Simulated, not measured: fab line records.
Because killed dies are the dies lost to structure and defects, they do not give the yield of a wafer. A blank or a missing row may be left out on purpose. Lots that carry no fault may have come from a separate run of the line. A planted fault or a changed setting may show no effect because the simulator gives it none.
One fault seen from 3 desks    flow n5-finfet    only its own numbers are on each desk; what lay behind them is given at the end

THE METROLOGY DESK
What the gauges read for every lot (on any tool): the sampled wafers with a number, averaged. The brackets show how far a lot's mean lies from the usual mean; more than 4 standard deviations puts the lot out of limits, marked OUT. 7 of its 11 readings are shown, namely those furthest out on some lot.
Columns: A = trench-depth-nm at N5_BEOL_M0_OCD_MEAS_108, usual 32.5 nm; B = DIBL_N at N5_BEOL_M4_RC_MEAS_101, usual 36.1 mV/V; C = DIBL_P at N5_BEOL_M4_RC_MEAS_101, usual 35.7 mV/V; D = ION_N at N5_BEOL_M4_RC_MEAS_101, usual 673 uA/um; E = ION_P at N5_BEOL_M4_RC_MEAS_101, usual 462 uA/um; F = SS_N at N5_BEOL_M4_RC_MEAS_101, usual 71.4 mV/dec; G = VT_P at N5_BEOL_M4_RC_MEAS_101, usual -250 mV
lot   first seen here  A     B     C     D    E    F     G
L622  day 6 07:11      32.4  33.4  33.7  662  462  71.2  -249
L623  day 6 07:18      32.2  35.7  36.7  677  459  72.1  -253
L627  day 7 03:13      32.5  36.6  35.6  675  466  71.4  -248
L628  day 7 06:55      32.4  36.9  38.2  683  455  72.6  -252
L630  day 7 20:50      32.1  35.5  36.0  670  464  70.8  -250
L638  day 9 19:07      31.8  36.2  36.9  686  470  71.7  -246
L641  day 10 15:11     32.9  36.3  33.5  660  452  71.3  -254
L642  day 11 02:13     31.5  35.7  36.4  677  462  71.2  -251
L643  day 11 07:57     32.4  36.2  35.9  676  460  71.9  -251
Result from this desk: across the 9 lots, nothing is out of limits.

THE DEFECT DESK
For each lot, the counts of the inspections along the route, averaged over the sampled wafers that have a number. The brackets show how far a lot's mean lies from the usual mean; more than 4 standard deviations puts the lot out of limits, marked OUT.
Columns: A = raw-defect-count at N5_BEOL_M0_INSPECT_127, usual 72
lot   first seen here  A
L622  day 6 10:29      50
L623  day 6 11:45      100
L627  day 7 07:25      87
L628  day 7 10:08      2372 (+85) OUT
L630  day 8 01:32      1219 (+42) OUT
L638  day 9 23:09      69
L641  day 10 21:13     61
L642  day 11 06:23     79
L643  day 11 12:40     53
This desk finds L628, L630 out of limits, L628 being first, at day 7 10:08 (raw-defect-count at N5_BEOL_M0_INSPECT_127). Within limits: L622, L623, L627, L638, L641, L642, L643.

AT THE TOOL OWNER'S DESK: cmp-03
The tool's own readings at N5_BEOL_M0_CMP_120 (polishes, stops on SiOC, t overpolish 6.9 s): means of the sampled wafers that have a number, for each lot that ran on this tool. The brackets show how far a lot's mean lies from the usual mean; more than 4 standard deviations puts the lot out of limits, marked OUT.
Columns: A = barrier-field-endpoint-s at N5_BEOL_M0_CMP_120, usual 3.64 s; B = clearing-platen-rpm at N5_BEOL_M0_CMP_120, usual 50.000 rpm; C = head-pressure-psi at N5_BEOL_M0_CMP_120, usual 0.9999 psi; D = motor-current-A at N5_BEOL_M0_CMP_120, usual 6.1 A; E = overpolish-run-s at N5_BEOL_M0_CMP_120, usual 6.900 s; F = slurry-flow-ml-min at N5_BEOL_M0_CMP_120, usual 150.0; G = time-to-endpoint-s at N5_BEOL_M0_CMP_120, usual 63 s
lot   first seen here  A                B       C       D    E      F      G
L622  day 6 09:55      3.72             49.978  0.9994  5.8  6.906  149.9  65
L628  day 7 09:32      5.88 (+17) OUT   50.002  0.9988  5.9  6.897  149.9  74
L630  day 8 00:57      4.66 (+7.8) OUT  50.042  1.0007  5.9  6.902  149.6  66
L643  day 11 12:08     3.80             49.967  1.0008  5.5  6.899  150.1  65
This desk finds L628, L630 out of limits, L628 being first, at day 7 09:32 (barrier-field-endpoint-s at N5_BEOL_M0_CMP_120). Within limits: L622, L643.

BROUGHT TOGETHER
The tool owner's desk had the chance to raise an alarm at day 7 09:32 on L628, L630.
The defect desk could have raised an alarm at day 7 10:08, on L628, L630.
At the metrology desk, nothing out of limits was observed.
The metrology desk holds a record of L628, L630, inside its limits.
Of the lots named, all ran N5_BEOL_M0_CMP_120 on cmp-03.

WHAT WAS PUT IN BY THE SIMULATOR
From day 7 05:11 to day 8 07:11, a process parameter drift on cmp-03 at N5_BEOL_M0_CMP_120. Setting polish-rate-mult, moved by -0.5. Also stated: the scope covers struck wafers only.
Struck lots among those shown: L628, L630.
Hours from the fault's start to each desk's first reading out of limits: the tool owner's desk, 4; the defect desk, 5.
